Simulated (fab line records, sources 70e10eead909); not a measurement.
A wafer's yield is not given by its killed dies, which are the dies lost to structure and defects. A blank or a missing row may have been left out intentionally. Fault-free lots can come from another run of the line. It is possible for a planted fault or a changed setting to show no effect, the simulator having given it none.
fab line records ; flow nand_harc ; part 2 of 2: steps 5 to 6 of 6
record: lots: 23; wafers: 69; last_day: 33
route steps=1302 shown P_ZERO_WELL@16 P_STI@88 P_GATE@190 P_CONTACT@219
lots that met no fault: from a run of the same line without faults
start_h: hours from the record's first day to the start of the lot's first wafer shown ; wait_h: hours from the lot's prior step to this one ; " unchanged from the row above ; L1.1+2: several wafers, shown together as one row ; - either no value or no given start ; * or withheld: withheld ; < > ~ a bound
route shown NAME@n: names a module that has steps shown in the file, with the first one's number in the route ; usual: mean/standard deviation of fault-free wafers ; same: alike in all rows ; chamber/n: place in a boat ; sites: per-site readings ; _std_site: how widely they spread, as a standard deviation ; _edge_site: outer sites' mean less inner sites' ; radius_mm: how far each site lies from the wafer's centre ; mask NAME#n: copy n ; behind: the tool/chamber that last shaped the wafer ; hold: why the lot was held/for how many hours/how that ended ; device: the transistor (n, p or np) that didn't switch ; end of line: the tests these same wafers got at the end of their route ; step lacking rows: just its recipe ; killed: dies lost to structure and defects at the first sort, not the wafer's yield ; map: a wafer's dies, x killed, . not, _ none there
set.NAME: the run value of the setting; set.NAME@STEP: its run value at that earlier step ; model.NAME: the simulator's own value behind a step, which no gauge read
route steps across a sampled set of lots; one table per step, one row per wafer
services: the hour from which a tool's chamber was out of use, counted from the record's first day as start_h (under 0 if before that day), plus the number of hours and why
== steps ==
step: NHARC_P_CONTACT_ETCH_35
recipe: target_depth_a: 390; over_etch_frac: 0.3; time_s: 65; ion_energy_ev: 80; cf4_flow_sccm: 150; ar_flow_sccm: 0; rf_w: 300; bias_w: 100; chemistry: CF4
usual: drypump_motor_current_A: 5.8/0.39; oes_product_au: 1.000/0.0076; rf_vpp_V: 150.8/0.96; showerhead_plenum_p_Torr: 1.73/0.05; throttle_valve_pct: 13.284/0.0092
lot.wafer;tool;chamber;start_h;wait_h;drypump_motor_current_A;oes_product_au;rf_hours_counter_h;rf_vpp_V;showerhead_plenum_p_Torr;throttle_valve_pct
L074.3;rie_diel-10;0;119.01;0.1;6.4;1.002;-;151.8;1.79;13.277
L074.4;rie_diel-10;0;119.01;0.1;6.5;0.998;-;149.7;1.79;13.293
L074.5;rie_diel-10;0;119.01;0.1;6.4;1.001;-;151.2;1.79;13.270
L076.1;rie_diel-10;1;132.18;0.1;5.9;0.993;2.1;150.9;1.72;13.285
L076.5;rie_diel-10;0;132.18;0.1;6.5;0.998;-;151.6;1.79;13.287
L076.4;rie_diel-10;2;132.18;0.1;5.6;0.999;-;149.5;1.73;13.277
L075.1;rie_diel-02;0;132.49;0.1;5.8;0.996;2.8;149.9;1.74;13.277
L075.3;rie_diel-02;2;132.49;0.1;6.2;1.013;2.9;149.9;1.69;13.289
L075.5;rie_diel-02;0;132.49;0.1;5.8;1.000;-;152.5;1.74;13.290
L077.1;rie_diel-04;1;148.80;0.1;5.6;1.000;3.0;152.2;1.75;13.282
L077.2;rie_diel-04;0;148.80;0.1;5.7;0.981;3.5;150.5;1.67;13.291
L077.5;rie_diel-04;1;148.80;0.1;5.6;0.992;-;151.4;1.75;13.291
L078.1;rie_diel-10;1;149.60;0.1;5.9;1.006;2.8;149.9;1.72;13.272
L078.2;rie_diel-10;2;149.60;0.1;5.6;1.000;2.7;150.9;1.73;13.276
L078.5;rie_diel-10;0;149.60;0.1;6.4;0.991;-;152.1;1.79;13.295
L079.1;rie_diel-02;2;161.83;0.1;6.2;1.007;4.0;150.1;1.69;13.278
L079.3;rie_diel-02;3;161.83;0.1;5.6;1.007;3.8;150.9;1.70;13.269
L079.5;rie_diel-02;2;161.83;0.1;6.2;1.000;-;150.1;1.69;13.277
L080.4;rie_diel-10;0;176.37;0.1;6.5;0.995;5.3;151.3;1.79;13.279
L080.6;rie_diel-10;1;176.37;0.1;5.9;1.004;-;150.5;1.72;13.287
L080.5;rie_diel-10;2;176.37;0.1;5.6;1.003;-;150.6;1.73;13.287
L081.2;rie_diel-02;0;192.52;0.1;5.8;0.985;5.7;151.6;1.74;13.286
L081.4;rie_diel-02;1;192.52;0.1;5.6;0.991;5.6;151.0;1.73;13.282
L081.5;rie_diel-02;0;192.52;0.1;5.8;0.991;-;150.9;1.74;13.292
L082.1;rie_diel-10;1;203.96;0.1;5.9;0.994;4.6;149.3;1.72;13.287
L082.2;rie_diel-10;2;203.96;0.1;5.6;0.990;4.4;151.7;1.73;13.272
L082.4;rie_diel-10;0;203.96;0.1;6.4;0.992;6.1;151.6;1.79;13.287
L083.3;rie_diel-04;2;208.16;0.1;5.2;0.998;0.2;151.7;1.75;13.288
L083.1;rie_diel-04;3;208.16;0.1;6.0;0.998;0.2;153.2;1.90;13.264
L083.6;rie_diel-04;1;208.16;0.1;5.6;1.003;-;150.3;1.75;13.284
L085.4;rie_diel-04;1;223.26;0.1;5.6;0.995;0.7;150.5;1.75;13.265
L085.6;rie_diel-04;0;223.26;0.1;5.7;1.020;-;150.9;1.67;13.277
L085.5;rie_diel-04;1;223.26;0.1;5.5;0.994;-;150.8;1.75;13.297
L084.2;rie_diel-10;2;225.25;0.1;5.6;1.007;5.2;150.6;1.73;13.283
L084.6;rie_diel-10;2;225.25;0.1;5.6;1.004;-;151.9;1.73;13.304
L084.5;rie_diel-10;3;225.25;0.1;5.2;1.000;-;150.1;1.66;13.290
L086.2;rie_diel-02;3;235.44;0.1;5.6;1.004;0.6;148.9;1.70;13.286
L086.1;rie_diel-02;0;235.44;0.1;5.8;1.000;0.5;150.7;1.74;13.285
L086.5;rie_diel-02;3;235.44;0.1;5.6;0.992;-;150.6;1.70;13.273
L087.1;rie_diel-02;0;244.99;0.1;5.8;0.999;1.1;151.2;1.74;13.278
L087.2;rie_diel-02;3;244.99;0.1;5.6;1.011;1.3;150.2;1.70;13.280
L087.6;rie_diel-02;3;244.99;0.1;5.6;0.998;-;151.3;1.70;13.283
L088.3;rie_diel-10;2;265.83;0.1;5.6;1.011;0.2;151.2;1.73;13.287
L088.2;rie_diel-10;0;265.83;0.1;6.5;1.000;0.3;151.9;1.79;13.277
L088.6;rie_diel-10;2;265.83;0.1;5.6;1.008;-;149.5;1.73;13.284
L089.2;rie_diel-02;1;266.87;0.1;5.6;0.983;3.0;148.3;1.73;13.286
L089.4;rie_diel-02;2;266.87;0.1;6.2;1.007;2.7;150.8;1.69;13.271
L089.6;rie_diel-02;0;266.87;0.1;5.7;0.986;-;150.8;1.74;13.282
L090.1;rie_diel-10;3;277.04;0.1;5.2;1.004;0.7;149.8;1.66;13.279
L090.3;rie_diel-10;0;277.04;0.1;6.5;1.008;0.6;151.7;1.79;13.287
L090.2;rie_diel-10;1;277.04;0.1;5.9;1.003;0.6;151.8;1.72;13.290
L092.2;rie_diel-10;0;293.17;0.1;6.5;1.002;1.7;151.7;1.79;13.282
L092.4;rie_diel-10;2;293.17;0.1;5.6;1.009;1.3;151.2;1.73;13.287
L092.1;rie_diel-10;3;293.17;0.1;5.2;1.007;1.5;151.9;1.66;13.285
L093.4;rie_diel-10;3;308.71;0.1;5.2;1.011;2.0;151.3;1.65;13.273
L093.6;rie_diel-10;3;308.71;0.1;5.2;1.003;-;150.2;1.65;13.276
L093.5;rie_diel-10;0;308.71;0.1;6.4;0.996;-;149.2;1.79;13.277
L094.2;rie_diel-04;3;320.83;0.1;6.0;0.998;3.3;152.2;1.89;13.291
L094.6;rie_diel-04;2;320.83;0.1;5.2;1.006;-;150.7;1.75;13.301
L094.5;rie_diel-04;3;320.83;0.1;6.0;0.999;-;152.6;1.89;13.288
L095.2;rie_diel-02;1;326.87;0.1;5.6;0.987;5.5;149.4;1.73;13.301
L095.1;rie_diel-02;2;326.87;0.1;6.2;0.994;4.8;148.9;1.69;13.294
L095.6;rie_diel-02;0;326.87;0.1;5.8;0.988;-;150.6;1.74;13.283
L096.1;rie_diel-10;0;338.10;0.1;6.4;0.994;3.2;152.1;1.79;13.281
L096.2;rie_diel-10;1;338.10;0.1;5.9;1.003;2.9;151.2;1.72;13.286
L096.5;rie_diel-10;3;338.10;0.1;5.2;1.007;-;150.1;1.65;13.272
L097.1;rie_diel-10;1;349.00;0.1;5.9;0.998;3.3;150.8;1.72;13.278
L097.3;rie_diel-10;2;349.00;0.1;5.6;0.997;3.3;150.7;1.73;13.290
L097.4;rie_diel-10;3;349.00;0.1;5.2;0.999;3.8;148.7;1.65;13.279
step: NHARC_P_CONTACT_ETCH_18
recipe: target_depth_a: 4810; time_s: 240.5; c4f8_flow_sccm: 20; o2_flow_sccm: 10; ar_flow_sccm: withheld; rf_w: 600; bias_w: 1500; chemistry: C4F8/O2/Ar
usual: oes_product_au: 0.956/0.019; rf_vpp_V: 975/4.3
lot.wafer;tool;chamber;start_h;wait_h;oes_product_au;rf_hours_counter_h;rf_vpp_V
L074.3;rie_diel-10;0;120.16;0.6;0.947;-;979
L074.4;rie_diel-10;0;120.16;0.6;0.952;-;980
L074.5;rie_diel-10;0;120.16;0.6;0.952;-;980
L076.1;rie_diel-10;1;-;-;0.960;2.4;975
L076.4;rie_diel-10;0;-;-;0.965;-;980
L076.5;rie_diel-10;1;-;-;0.960;-;974
L075.1;rie_diel-02;3;-;-;0.969;2.9;973
L075.3;rie_diel-02;1;-;-;0.978;3.3;975
L075.5;rie_diel-02;0;-;-;0.986;-;976
L077.2;rie_diel-04;1;-;-;0.965;3.3;977
L077.1;rie_diel-04;2;-;-;0.959;3.5;976
L077.5;rie_diel-04;1;-;-;0.967;-;976
L078.2;rie_diel-10;0;-;-;0.927;4.6;981
L078.1;rie_diel-10;1;-;-;0.917;3.0;973
L078.5;rie_diel-10;1;-;-;0.930;-;974
L079.3;rie_diel-02;3;-;-;0.968;4.1;973
L079.1;rie_diel-02;0;-;-;0.962;3.9;975
L079.5;rie_diel-02;2;-;-;0.964;-;972
L080.4;rie_diel-10;3;-;-;0.937;0.9;968
L080.5;rie_diel-10;3;-;-;0.932;-;968
L080.6;rie_diel-10;0;-;-;0.936;-;981
L081.2;rie_diel-02;3;-;-;0.956;6.3;972
L081.4;rie_diel-02;1;-;-;0.979;5.8;975
L081.5;rie_diel-02;3;-;-;0.967;-;973
L082.4;rie_diel-10;2;-;-;0.961;4.6;977
L082.2;rie_diel-10;3;-;-;0.939;1.6;970
L082.1;rie_diel-10;1;-;-;0.943;4.9;974
L083.3;rie_diel-04;1;-;-;0.961;0.4;978
L083.1;rie_diel-04;2;-;-;0.978;0.5;976
L083.6;rie_diel-04;0;-;-;0.973;-;970
L085.4;rie_diel-04;0;-;-;0.966;0.9;971
L085.5;rie_diel-04;1;-;-;0.974;-;976
L085.6;rie_diel-04;2;-;-;0.970;-;978
L084.2;rie_diel-10;2;-;-;0.956;5.5;976
L084.5;rie_diel-10;2;-;-;0.956;-;975
L084.6;rie_diel-10;0;-;-;0.955;-;981
L086.2;rie_diel-02;1;-;-;0.952;0.7;974
L086.1;rie_diel-02;0;-;-;0.979;0.7;975
L086.5;rie_diel-02;2;-;-;0.965;-;972
L087.1;rie_diel-02;0;-;-;0.957;1.4;977
L087.2;rie_diel-02;3;-;-;0.959;1.6;971
L087.6;rie_diel-02;0;-;-;0.949;-;976
L088.3;rie_diel-10;0;-;-;0.982;0.4;980
L088.2;rie_diel-10;3;-;-;0.982;0.5;969
L088.6;rie_diel-10;0;-;-;0.989;-;981
L089.4;rie_diel-02;2;-;-;0.960;2.8;973
L089.2;rie_diel-02;3;-;-;0.978;3.3;972
L089.6;rie_diel-02;1;-;-;0.942;-;975
L090.3;rie_diel-10;0;-;-;0.921;0.9;981
L090.2;rie_diel-10;1;-;-;0.925;0.9;974
L090.1;rie_diel-10;2;-;-;0.929;0.8;974
L092.2;rie_diel-10;1;-;-;0.973;1.7;974
L092.1;rie_diel-10;2;-;-;0.982;1.5;975
L092.4;rie_diel-10;3;-;-;0.969;1.8;969
L093.4;rie_diel-10;1;-;-;0.950;2.1;975
L093.6;rie_diel-10;2;-;-;0.965;-;975
L093.5;rie_diel-10;3;-;-;0.951;-;970
L094.2;rie_diel-04;2;-;-;0.967;3.5;978
L094.6;rie_diel-04;3;-;-;0.956;-;988
L094.5;rie_diel-04;0;-;-;0.982;-;970
L095.1;rie_diel-02;0;-;-;0.934;5.4;976
L095.2;rie_diel-02;3;-;-;0.931;5.1;972
L095.6;rie_diel-02;1;-;-;0.918;-;973
L096.1;rie_diel-10;3;-;-;0.981;3.4;969
L096.2;rie_diel-10;0;-;-;0.972;3.5;979
L096.5;rie_diel-10;3;-;-;0.989;-;967
L097.3;rie_diel-10;3;-;-;0.926;4.0;970
L097.4;rie_diel-10;1;-;-;0.920;3.5;974
L097.1;rie_diel-10;2;-;-;0.929;3.6;976
== services ==
tool;chamber;start_h;hours;kind
rie_diel-10;1;4.67;2.7;repair
rie_diel-10;1;21.63;7.6;repair
rie_diel-02;1;23.91;20.9;repair
plasma_asher-01;-;31.02;4.4;repair
rie_diel-02;-;39.70;9.0;pm
plasma_asher-01;-;47.73;9.0;pm
rie_diel-02;-;53.28;0.6;repair
rie_diel-10;3;64.02;10.0;repair
rie_diel-10;-;65.50;9.0;pm
plasma_asher-01;-;74.69;0.7;repair
rie_diel-10;3;97.63;66.8;repair
rie_diel-10;1;99.63;3.8;repair
rie_diel-10;2;117.66;6.2;repair
rie_diel-02;1;134.43;8.2;repair
rie_diel-02;0;153.35;3.1;repair
rie_diel-02;2;162.83;1.3;repair
plasma_asher-01;-;187.31;1.3;repair
rie_diel-02;3;208.60;3.4;repair
rie_diel-02;-;215.25;0.4;repair
rie_diel-02;-;216.70;9.0;pm
rie_diel-10;1;224.16;2.8;repair
plasma_asher-01;-;224.73;9.0;pm
rie_diel-10;-;242.50;9.0;pm
plasma_asher-01;-;265.50;0.4;repair
